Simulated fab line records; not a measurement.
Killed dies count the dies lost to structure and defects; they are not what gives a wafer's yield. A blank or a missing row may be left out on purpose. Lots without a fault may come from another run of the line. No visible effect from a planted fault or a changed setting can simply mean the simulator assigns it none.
fab line records ; flow nand-harc
record: lots: 12; wafers: 36; last-day: 22
route steps=1159 shown A_BONDPAD@1061 END@1159
lots that met no fault: taken from a fault-free run of the same line
start-h: the number of hours between the record's first day and the start of the first shown wafer of the lot ; wait-h: hours since the lot's step before ; " same as the row above ; L1.1+2: one row covering several wafers at once ; - either no value or no given start ; * or withheld: withheld ; < > ~ a bound
route shown NAME@n: names a module that has steps shown in the file, with the first one's number in the route ; usual: mean/standard deviation of fault-free wafers ; same: alike in all rows ; chamber/n: place in a boat ; sites: each site's reading ; _std_site: their standard deviation ; _edge_site: the outer-site mean with the inner-site mean subtracted ; radius-mm: for every site, how far away it sits from the centre of the wafer ; mask NAME#n: copy n ; behind: the most recent tool/chamber to have shaped the wafer ; hold: cause of the lot's hold/its duration in hours/its outcome ; device: the transistor (n, p or np) that didn't switch ; end of line: the same wafers' tests at the end of the route ; step lacking rows: just its recipe ; killed: dies lost to structure and defects at the first sort, not the wafer's yield ; map: dies across one wafer; x = killed, . = not, _ = none there
set.NAME: the setting that was run; set.NAME@STEP: the one run at that earlier step ; model.NAME: the simulator's own value behind a step, which no gauge read
steps of the route over a sample of lots; a table a step, a row a wafer
services: when a tool's chamber went out of use (start-h, in hours from the record's first day, below 0 if earlier), for how many hours, and the reason
== steps ==
step: NHARC_A_BONDPAD_THK_MEAS_30
recipe: thk-meas-gauge: ellipsometry
usual: thk-nm: 200.4/1.6
lot.wafer;tool;chamber;start-h;wait-h;thk-nm
L608.3;film-metro-02;-;403.46;0.2;202.2
L608.4;film-metro-02;-;403.46;0.2;200.2
L608.5;film-metro-02;-;403.46;0.2;203.6
L611.1;film-metro-02;-;417.30;0.2;202.0
L611.2;film-metro-02;-;417.30;0.2;200.9
L611.6;film-metro-02;-;417.30;0.2;202.0
L609.1;film-metro-01;-;417.60;0.2;199.5
L609.4;film-metro-01;-;417.60;0.2;204.2
L609.5;film-metro-01;-;417.60;0.2;198.4
L610.2;film-metro-01;-;418.25;0.2;201.7
L610.4;film-metro-01;-;418.25;0.2;197.3
L610.6;film-metro-01;-;418.25;0.2;202.2
L613.1;film-metro-01;-;422.81;0.1;202.2
L613.2;film-metro-01;-;422.81;0.1;200.8
L613.5;film-metro-01;-;422.81;0.1;202.4
L612.3;film-metro-01;-;445.98;0.2;203.1
L612.4;film-metro-01;-;445.98;0.2;201.8
L612.6;film-metro-01;-;445.98;0.2;199.9
L617.2;film-metro-02;-;452.06;0.2;201.9
L617.3;film-metro-02;-;452.06;0.2;203.6
L617.5;film-metro-02;-;452.06;0.2;201.3
L616.1;film-metro-01;-;453.59;0.2;200.0
L616.2;film-metro-01;-;453.59;0.2;200.8
L616.4;film-metro-01;-;453.59;0.2;201.1
L619.1;film-metro-01;-;465.99;0.2;198.2
L619.2;film-metro-01;-;465.99;0.2;198.7
L619.4;film-metro-01;-;465.99;0.2;200.1
L618.1;film-metro-01;-;467.06;0.2;198.6
L618.4;film-metro-01;-;467.06;0.2;200.6
L618.5;film-metro-01;-;467.06;0.2;198.7
L621.2;film-metro-01;-;475.21;0.2;201.6
L621.4;film-metro-01;-;475.21;0.2;200.3
L621.5;film-metro-01;-;475.21;0.2;203.9
L620.1;film-metro-01;-;483.51;0.2;200.0
L620.2;film-metro-01;-;483.51;0.2;199.4
L620.4;film-metro-01;-;483.51;0.2;201.1
step: NHARC_A_BONDPAD_STRIP_15
recipe: o2-flow-sccm: 500; ar-flow-sccm: 0; bias-w: 0; chemistry: O2
usual: chamber-pressure-mTorr: 60.01/0.059; drypump-motor-current-A: 5.4/0.32; oes-product-au: 0.999/0.012; rf-vpp-V: 57.6/0.85; showerhead-plenum-p-Torr: 3.43/0.1; throttle-valve-pct: 17.036/0.011
lot.wafer;tool;chamber;start-h;wait-h;chamber-pressure-mTorr;drypump-motor-current-A;oes-product-au;rf-hours-counter-h;rf-vpp-V;showerhead-plenum-p-Torr;throttle-valve-pct
L608.3;rie-diel-12;3;404.64;0.1;59.89;6.2;1.009;3;56.4;3.37;17.040
L608.4;rie-diel-12;0;404.64;0.1;60.00;5.5;0.990;3;57.3;3.51;17.047
L608.5;rie-diel-12;3;404.64;0.1;60.04;6.2;0.996;-;56.8;3.37;17.037
L611.1;rie-diel-09;3;418.47;0.1;59.98;5.0;0.983;5;55.9;3.34;17.051
L611.2;rie-diel-09;2;418.47;0.1;59.95;5.5;1.018;6;57.4;3.56;17.055
L611.6;rie-diel-09;3;418.47;0.1;59.94;5.1;0.984;-;57.1;3.34;17.048
L609.1;rie-diel-09;2;418.79;0.1;60.16;5.6;1.011;6;57.9;3.56;17.032
L609.4;rie-diel-09;3;418.79;0.1;60.08;5.1;0.990;5;57.4;3.34;17.046
L609.5;rie-diel-09;2;418.79;0.1;60.01;5.6;1.001;-;56.8;3.56;17.030
L610.4;rie-diel-09;3;419.42;0.1;59.98;5.1;1.001;6;56.3;3.34;17.029
L610.2;rie-diel-09;2;419.42;0.1;59.98;5.6;1.015;6;58.5;3.56;17.041
L610.6;rie-diel-09;3;419.42;0.1;59.93;5.1;0.996;-;58.3;3.34;17.039
L613.1;rie-diel-12;0;423.85;0.1;60.05;5.5;0.994;6;57.0;3.51;17.038
L613.2;rie-diel-12;3;423.85;0.1;59.93;6.2;0.994;5;55.3;3.37;17.015
L613.5;rie-diel-12;0;423.85;0.1;59.95;5.5;0.995;-;57.7;3.51;17.035
L612.3;rie-diel-09;1;447.20;0.1;60.05;5.3;0.981;0;57.5;3.34;17.025
L612.4;rie-diel-09;2;447.20;0.1;59.92;5.6;1.005;0;58.1;3.56;17.048
L612.6;rie-diel-09;1;447.20;0.1;60.13;5.3;0.986;-;57.4;3.34;17.032
L617.2;rie-diel-09;3;453.23;0.1;59.96;5.1;0.998;0;56.7;3.34;17.036
L617.3;rie-diel-09;2;453.23;0.1;59.94;5.6;1.014;0;58.8;3.56;17.037
L617.5;rie-diel-09;3;453.23;0.1;60.01;5.1;0.991;-;55.6;3.34;17.068
L616.1;rie-diel-09;3;454.64;0.1;60.08;5.0;0.994;1;57.1;3.34;17.035
L616.4;rie-diel-09;0;454.64;0.1;60.05;5.6;1.024;0;56.8;3.42;17.040
L616.2;rie-diel-09;1;454.64;0.1;59.94;5.3;0.984;0;57.0;3.34;17.031
L619.1;rie-diel-09;3;467.20;0.1;60.01;5.1;1.001;1;57.6;3.34;17.034
L619.4;rie-diel-09;0;467.20;0.1;59.98;5.6;1.022;1;56.0;3.42;17.030
L619.2;rie-diel-09;2;467.20;0.1;60.08;5.6;1.010;1;57.1;3.56;17.036
L618.4;rie-diel-09;1;468.24;0.1;59.98;5.3;0.990;1;56.3;3.34;17.024
L618.1;rie-diel-09;3;468.24;0.1;59.91;5.1;0.996;1;57.0;3.34;17.041
L618.5;rie-diel-09;1;468.24;0.1;60.11;5.3;0.983;-;57.9;3.34;17.039
L621.4;rie-diel-09;0;476.39;0.1;54.03;5.6;1.020;1;56.5;3.42;17.042
L621.2;rie-diel-09;2;476.39;0.1;59.96;5.6;1.010;2;57.6;3.56;17.031
L621.5;rie-diel-09;0;476.39;0.1;54.04;5.6;1.008;-;57.3;3.42;17.035
L620.1;rie-diel-09;0;484.68;0.1;54.04;5.6;1.015;2;59.8;3.42;17.026
L620.2;rie-diel-09;1;484.68;0.1;59.99;5.3;0.989;2;56.1;3.34;17.027
L620.4;rie-diel-09;2;484.68;0.1;60.01;5.6;0.988;2;57.5;3.56;17.022
step: NHARC_A_BONDPAD_PRE_CLEAN_26
recipe: time-s: 30; temp-c: 280; gas: H2/He
usual: heater-power-w: 404/54; susceptor-temp-C: 280.00/0.19
lot.wafer;tool;chamber;start-h;wait-h;heater-power-w;susceptor-temp-C
L608.3;pvd-sputter-01;-;-;-;460;279.97
L608.4;pvd-sputter-01;-;-;-;295;280.06
L608.5;pvd-sputter-01;-;-;-;434;279.69
L611.1;pvd-sputter-02;-;-;-;337;280.42
L611.2;pvd-sputter-02;-;-;-;493;279.73
L611.6;pvd-sputter-02;-;-;-;390;280.22
L609.4;pvd-sputter-03;-;-;-;409;279.78
L609.1;pvd-sputter-03;-;-;-;359;280.11
L609.5;pvd-sputter-03;-;-;-;412;279.93
L610.2;pvd-sputter-01;-;-;-;436;280.23
L610.4;pvd-sputter-01;-;-;-;299;280.36
L610.6;pvd-sputter-01;-;-;-;467;280.34
L613.2;pvd-sputter-02;-;-;-;335;280.04
L613.1;pvd-sputter-02;-;-;-;501;279.94
L613.5;pvd-sputter-02;-;-;-;336;279.82
L612.3;pvd-sputter-01;-;-;-;292;279.88
L612.4;pvd-sputter-01;-;-;-;431;279.76
L612.6;pvd-sputter-01;-;-;-;297;279.98
L617.2;pvd-sputter-02;-;-;-;424;280.18
L617.3;pvd-sputter-02;-;-;-;498;280.05
L617.5;pvd-sputter-02;-;-;-;349;280.13
L616.1;pvd-sputter-02;-;-;-;402;279.99
L616.2;pvd-sputter-02;-;-;-;402;280.04
L616.4;pvd-sputter-02;-;-;-;499;279.98
L619.1;pvd-sputter-02;-;-;-;396;-
L619.4;pvd-sputter-02;-;-;-;495;-
L619.2;pvd-sputter-02;-;-;-;416;-
L618.1;pvd-sputter-01;-;-;-;437;280.48
L618.4;pvd-sputter-01;-;-;-;288;280.05
L618.5;pvd-sputter-01;-;-;-;428;280.02
L621.2;pvd-sputter-03;-;-;-;383;279.95
L621.4;pvd-sputter-03;-;-;-;354;279.65
L621.5;pvd-sputter-03;-;-;-;408;279.99
L620.2;pvd-sputter-02;-;-;-;501;280.09
L620.4;pvd-sputter-02;-;-;-;423;279.85
L620.1;pvd-sputter-02;-;-;-;392;280.16
step: NHARC_A_BONDPAD_CMP_19
recipe: t-overpolish-s: 30; cu-recess-touch-s: 16; target-thk-nm: 169.8
usual: motor-current-A: 12.1/1.5; overpolish-run-s: 30.001/0.0096
lot.wafer;tool;chamber;start-h;wait-h;motor-current-A;overpolish-run-s
L608.3;cmp-04;0;406.28;-;12.0;29.981
L608.4;cmp-04;3;406.28;-;11.2;30.005
L608.5;cmp-04;1;406.28;-;9.3;29.991
L611.2;cmp-04;1;420.13;-;8.6;30.000
L611.1;cmp-04;2;420.13;-;11.9;30.003
L611.6;cmp-04;1;420.13;-;9.1;29.980
L609.4;cmp-03;1;420.43;-;13.7;30.029
L609.1;cmp-03;3;420.43;-;11.0;29.993
L609.5;cmp-03;0;420.43;-;12.6;29.991
L610.2;cmp-01;3;421.20;-;11.7;30.003
L610.4;cmp-01;0;421.20;-;14.7;30.019
L610.6;cmp-01;0;421.20;-;14.2;30.010
L613.1;cmp-04;3;425.48;-;11.2;30.000
L613.2;cmp-04;1;425.48;-;8.9;29.995
L613.5;cmp-04;3;425.48;-;10.9;29.985
L612.4;cmp-04;1;448.89;-;8.8;30.000
L612.3;cmp-04;2;448.89;-;11.8;29.997
L612.6;cmp-04;1;448.89;-;8.9;30.002
L617.2;cmp-03;0;455.07;-;13.0;30.008
L617.3;cmp-03;1;455.07;-;14.2;30.005
L617.5;cmp-03;2;455.07;-;13.0;30.001
L616.1;cmp-04;3;456.38;-;11.0;30.003
L616.2;cmp-04;0;456.38;-;13.0;30.025
L616.4;cmp-04;1;456.38;-;8.8;29.998
L619.1;cmp-04;2;469.56;-;11.7;29.996
L619.2;cmp-04;0;469.56;-;12.3;30.003
L619.4;cmp-04;1;469.56;-;9.2;30.004
L618.1;cmp-04;1;469.91;-;8.9;30.010
L618.4;cmp-04;2;469.91;-;12.7;30.017
L618.5;cmp-04;1;469.91;-;9.0;30.004
L621.2;cmp-03;0;478.09;-;12.8;30.000
L621.4;cmp-03;2;478.09;-;13.4;30.013
L621.5;cmp-03;0;478.09;-;13.0;30.005
L620.4;cmp-03;0;486.36;-;12.5;30.005
L620.1;cmp-03;1;486.36;-;13.3;30.020
L620.2;cmp-03;2;486.36;-;12.9;30.021
step: NHARC_END_SORT_01
recipe: temp-c: 25
usual: defect-limited-yield: 95.4/1.8; killed-at-array: 27/11; killed-at-other: 0.7/1.1; killed-at-periphery: 3.4/2.1; killed-dies: 31/12; killed-open: 3.6/2; killed-short: 2.0/1.3; sort_bin_2_pct: 1.5/0.71; sort_bin_3_pct: 0.25/0.22; sort_bin_4_pct: 2.9/1.2; sort-n-pass: 646/12; sort-rim-yield-pct: 95.0/2.5; sort-yield-pct: 95.4/1.8
same: gross-dies: 677; sort_bin_5_pct[%]: 0; sort_bin_6_pct[%]: 0; sort_bin_7_pct[%]: 0; sort_bin_8_pct[%]: 0; sort-rim-n-gross: 106.00
lot.wafer;tool;chamber;start-h;wait-h;defect-limited-yield[%];killed-at-array;killed-at-other;killed-at-periphery;killed-dies;killed-open;killed-short;sort_bin_2_pct[%];sort_bin_3_pct[%];sort_bin_4_pct[%];sort-n-pass;sort-rim-yield-pct[%];sort-yield-pct[%]
L608.3;prober-02;0;436.89;3.1;97.0;16;1;3;20;4;2;0.6;0.59;1.8;657;96.2;97.0
L608.4;prober-02;0;437.69;3.4;97.8;13;0;2;15;2;4;0;0.15;2.1;662;94.3;97.8
L608.5;prober-02;0;438.50;3.7;96.9;14;0;7;21;6;2;1.3;0;1.8;656;93.4;96.9
L619.1;prober-01;0;498.39;2.5;93.6;39;1;3;43;1;2;1.3;0.59;4.4;634;96.2;93.6
L619.2;prober-01;0;499.19;2.8;93.8;36;0;6;42;6;3;1.9;0.30;4.0;635;95.3;93.8
L619.4;prober-01;0;500.79;3.4;94.8;34;0;1;35;3;2;1.5;0.30;3.4;642;99.1;94.8
L621.2;prober-01;0;507.00;2.8;94.1;36;0;4;40;6;4;1.8;0.15;4.0;637;96.2;94.1
L621.4;prober-01;0;508.59;3.4;93.4;38;0;7;45;2;4;1.6;0.74;4.3;632;96.2;93.4
L621.5;prober-01;0;509.38;3.7;93.9;36;0;5;41;6;0;1.5;0.15;4.4;636;95.3;93.9
killed by level:class
L608.3 A_CHANNEL_HOLE_D1:chamber-film-flake=4 A_STAIRCASE:chamber-film-flake=3 A_SLIT:chamber-film-flake=3 A_CHANNEL_FILL_D1:geometric-particle:open=2 A_CHANNEL_FILL_D1:chamber-film-flake=2 P_GATE:geometric-particle:short=1 P_M0:geometric-particle:open=1 A_CHANNEL_FILL_D1:geometric-particle:short=1
L608.4 A_SLIT:chamber-film-flake=3 A_ONON_D1:geometric-particle:short=2 A_STAIRCASE:chamber-film-flake=2 A_CONTACT:chamber-film-flake=2 P_M0:geometric-particle:open=1 A_WL_FILL:geometric-particle:short=1 A_M0:geometric-particle:short=1 A_M0:geometric-particle:open=1
L608.5 A_STAIRCASE:chamber-film-flake=4 P_CONTACT:geometric-particle:open=2 P_M0:geometric-particle:open=2 P_BONDPAD:chamber-film-flake=2 A_SLIT:chamber-film-flake=2 A_ONON_D1:geometric-particle:short=1 A_ONON_D1:geometric-particle:open=1 A_CHANNEL_FILL_D1:geometric-particle:short=1
L619.1 A_CHANNEL_HOLE_D1:chamber-film-flake=21 A_STAIRCASE:chamber-film-flake=6 A_WL_FILL:chamber-film-flake=5 P_ZERO_WELL:chamber-film-flake=3 A_SGD_CUT:chamber-film-flake=2 A_WL_FILL:geometric-particle:short=1 A_WL_FILL:geometric-particle:open=1 A_CONTACT:geometric-particle:short=1
L619.2 A_CHANNEL_HOLE_D1:chamber-film-flake=20 A_STAIRCASE:chamber-film-flake=4 P_M0:chamber-film-flake=3 A_CONTACT:chamber-film-flake=3 A_CONTACT:geometric-particle:open=2 P_M0:geometric-particle:open=1 A_ONON_D1:geometric-particle:open=1 A_ONON_D1:geometric-particle:short=1
L619.4 A_CHANNEL_HOLE_D1:chamber-film-flake=21 A_STAIRCASE:chamber-film-flake=4 A_WL_FILL:chamber-film-flake=3 P_M0:geometric-particle:short=1 A_ONON_D1:geometric-particle:short=1 A_CONTACT:geometric-particle:open=1 A_BLC:geometric-particle:open=1 A_M0:geometric-particle:open=1
L621.2 A_CHANNEL_HOLE_D1:chamber-film-flake=20 A_CONTACT:chamber-film-flake=5 A_CONTACT:geometric-particle:open=2 A_CONTACT:geometric-particle:short=2 P_M1:chamber-film-flake=2 P_M0:geometric-particle:open=1 A_SOURCE_PLATE:geometric-particle:short=1 A_CHANNEL_FILL_D1:geometric-particle:open=1
L621.4 A_CHANNEL_HOLE_D1:chamber-film-flake=23 A_CONTACT:chamber-film-flake=7 P_M1:chamber-film-flake=4 A_WL_FILL:geometric-particle:short=3 A_WL_FILL:chamber-film-flake=3 P_M1:geometric-particle:open=1 A_CHANNEL_FILL_D1:geometric-particle:short=1 A_BLC:geometric-particle:open=1
L621.5 A_CHANNEL_HOLE_D1:chamber-film-flake=26 A_CONTACT:chamber-film-flake=4 A_WL_FILL:geometric-particle:open=2 A_BLC:geometric-particle:open=2 P_GATE:chamber-film-flake=2 P_M1:chamber-film-flake=2 P_CONTACT:geometric-particle:open=1 A_CHANNEL_FILL_D1:geometric-particle:open=1
== services ==
tool;chamber;start-h;hours;kind
rie-diel-09;0;385.60;-;clean
rie-diel-09;1;385.60;-;clean
rie-diel-09;2;385.60;-;clean
rie-diel-09;3;385.60;-;clean
cmp-01;-;385.68;0.8;repair
cmp-01;-;394.23;0.4;repair
pvd-sputter-02;-;395.91;10.0;pm
cmp-04;-;399.14;4.0;pm
rie-diel-09;0;410.10;-;clean
rie-diel-09;1;410.10;-;clean
rie-diel-09;-;431.10;9.0;pm
cmp-04;-;431.21;12.0;repair
pvd-sputter-03;-;435.41;0.5;repair
rie-diel-09;0;442.60;2.9;repair
cmp-03;-;448.74;0.3;repair
cmp-03;-;450.02;4.0;pm
cmp-01;-;453.25;4.0;repair
pvd-sputter-03;-;458.04;10.0;pm
cmp-03;-;460.70;5.9;repair
pvd-sputter-01;-;464.33;4.0;repair
cmp-01;-;468.75;3.8;repair
cmp-01;-;473.50;4.0;pm
cmp-03;-;482.16;1.9;repair
cmp-04;-;484.82;4.7;repair
== key ==
first-sign: step: NHARC_A_BONDPAD_STRIP_15; reading: chamber-pressure-mTorr; direction: down; sigmas: 99+; usual: 60.01; struck: 54.04
effect none on later readings
met-at NHARC_A_BONDPAD_STRIP_15
struck-lots L620,L621
struck-wafers L620.1,L621.4,L621.5
not-acting-at NHARC_A_BONDPAD_THK_MEAS_30,NHARC_A_BONDPAD_PRE_CLEAN_26,NHARC_A_BONDPAD_CMP_19
onset-between 467.20 476.39
fault: kind: process-parameter-drift; tool: rie-diel-09; chamber: 0; onset-h: 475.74; steps: NHARC_A_BONDPAD_STRIP_15; channel: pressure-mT; offset: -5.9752; shape: step; end-h: 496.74; acts-in: these-recipes-only; stated: 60
